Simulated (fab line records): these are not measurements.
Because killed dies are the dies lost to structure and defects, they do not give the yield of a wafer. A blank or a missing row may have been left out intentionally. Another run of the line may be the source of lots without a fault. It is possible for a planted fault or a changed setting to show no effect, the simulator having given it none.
Split-lot trial ; flow n5_finfet ; 39 wafers read across 7 lots, on a route 1938 steps long

## ON THE SPLIT
At N5_BEOL_M7_DEP_56 (deposits SiCN from 3MS/NH3, target thk 10 nm, time 17.5 s), the setting time_s was moved away from the recipe's 17.5 s on 15 of the 39 wafers read, by -35.0% to +21.7%. This setting was run at the recipe's value on the other wafers.

Reading taken at the split's own step.

## THE READING
SiCN_of_BEOL_M7_DEP_56.thk_nm (the simulator's own value, which no gauge read), in nm, at N5_BEOL_M7_DEP_56 (deposits SiCN from 3MS/NH3, target thk 10 nm, time 17.5 s). There is no usual value for it anywhere in the file. Here, 24 wafers ran the recipe; their average is 10.1 nm with a standard deviation of 0.19 nm.

wafer;tool, chamber at the split;time_s as run, s;against the recipe;SiCN_of_BEOL_M7_DEP_56.thk_nm, nm;against lot-mates on the recipe
L080.1;pecvd-01, 2,1;14.56;-16.8%;8.4;-1.8
L080.3;pecvd-01, 2,1;14.56;-16.8%;8.4;-1.8
L080.2;pecvd-01, 0;14.56;-16.8%;8.6;-1.6
L080.4;pecvd-01, 0;17.5;recipe;10.2;-
L080.5;pecvd-01, 2;17.5;recipe;10;-
L080.6;pecvd-01, 1;17.5;recipe;10.4;-
L081.1;pecvd-03, 1;11.37;-35.0%;6.8;-3.3
L081.2;pecvd-03, 2;17.5;recipe;10;-
L081.3;pecvd-03, 0;17.5;recipe;10.2;-
L081.4;pecvd-03, 0;17.5;recipe;10.2;-
L081.5;pecvd-03, 2;11.37;-35.0%;6.6;-3.5
L081.6;pecvd-03, 1;11.37;-35.0%;7;-3.1
L083.1;pecvd-04, 1,0,0,1,1;17.5;recipe;10.2;-
L083.2;pecvd-04, 1,0,0,1,1;17.5;recipe;10.2;-
L083.3;pecvd-04, 1,0,0,1,1;17.5;recipe;10.2;-
L083.4;pecvd-04, 1,0,0,1,1;17.5;recipe;10.2;-
L083.6;pecvd-04, 1,0,0,1,1;17.5;recipe;10.2;-
L083.5;pecvd-04, 0;17.5;recipe;10.4;-
L086.2;pecvd-01, 2,0;17.5;recipe;10;-
L086.3;pecvd-01, 2,0;17.5;recipe;10;-
L086.5;pecvd-01, 1;17.5;recipe;10.2;-
L091.1;pecvd-01, 0;20.26;+15.8%;11.2;+1.2
L091.5;pecvd-01, 0;20.26;+15.8%;11.2;+1.2
L091.2;pecvd-01, 2;17.5;recipe;10;-
L091.3;pecvd-01, 1;17.5;recipe;9.8;-
L091.4;pecvd-01, 1;17.5;recipe;10.2;-
L091.6;pecvd-01, 2;20.26;+15.8%;11.4;+1.4
L089.1;pecvd-01, 1,2;17.5;recipe;10.2;-
L089.6;pecvd-01, 1,2;17.5;recipe;10.2;-
L089.2;pecvd-01, 2;21.3;+21.7%;11.8;+1.7
L089.3;pecvd-01, 0;17.5;recipe;9.8;-
L089.4;pecvd-01, 1;21.3;+21.7%;12.6;+2.5
L089.5;pecvd-01, 0;21.3;+21.7%;12.2;+2.1
L096.1;pecvd-01, 1;17.5;recipe;9.8;-
L096.2;pecvd-01, 0;17.5;recipe;9.6;-
L096.3;pecvd-01, 2;12.51;-28.5%;7;-2.9
L096.6;pecvd-01, 2;12.51;-28.5%;7;-2.9
L096.4;pecvd-01, 1;17.5;recipe;10.2;-
L096.5;pecvd-01, 0;12.51;-28.5%;7.2;-2.7
Where a row lists several chambers, the file gives one row for several wafers and doesn't say which wafer went through which chamber.

THE FIT
A straight line over all 39 wafers: SiCN_of_BEOL_M7_DEP_56.thk_nm changes by +0.0958 nm for each +1% of time_s; r = +0.99; the points scatter about the line by 0.23 nm.
The same after taking each lot's own level away (the mean of its wafers on the recipe; 39 wafers): +0.0956 nm for each +1%; r = +0.99; scatter 0.18 nm.
The reading moves by 3.3 nm for the largest change in time_s, on that fit.
Measured against the standard deviation above, the lots' own levels, which go from 9.87 to 10.23 nm, span 1.9 times it.
So the lot-to-lot level changes the slope little: the two slopes agree.
Check: -3.38 nm against its lot-mates is what the line predicts for one of the wafers moved furthest among these (-35.0%) when that wafer is left out of the fit. Against them it came out at -3.33 nm.

## ADDITIONAL SPLITS CARRIED BY THESE WAFERS
Before the reading, these wafers also passed through other splits. Each is held against what the fit with the lots' levels taken away leaves over:
other split on the same wafers;wafers away from the commonest value;r with SiCN_of_BEOL_M7_DEP_56.thk_nm (lot level and that fit taken away)
N5_ZERO_LAYER_PECVD_02 time_s;15;+0.30
N5_SD_EPI_N_ETCH_45 target_depth_a;12;-0.01
N5_MOL_CONTACT_COAG_ETCHBACK_135 time_s;18;+0.03
N5_BEOL_M0_SAQP_PECVD_96 time_s;18;-0.13
N5_BEOL_M3_TRENCH_ETCH_37 target_depth_a;15;-0.33
N5_BEOL_M5_DEP_56 time_s;12;+0.10

## FILE'S OWN FIT
SiCN_of_BEOL_M7_DEP_56.thk_nm changes by +0.096 nm for each +1% of time_s, r = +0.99.
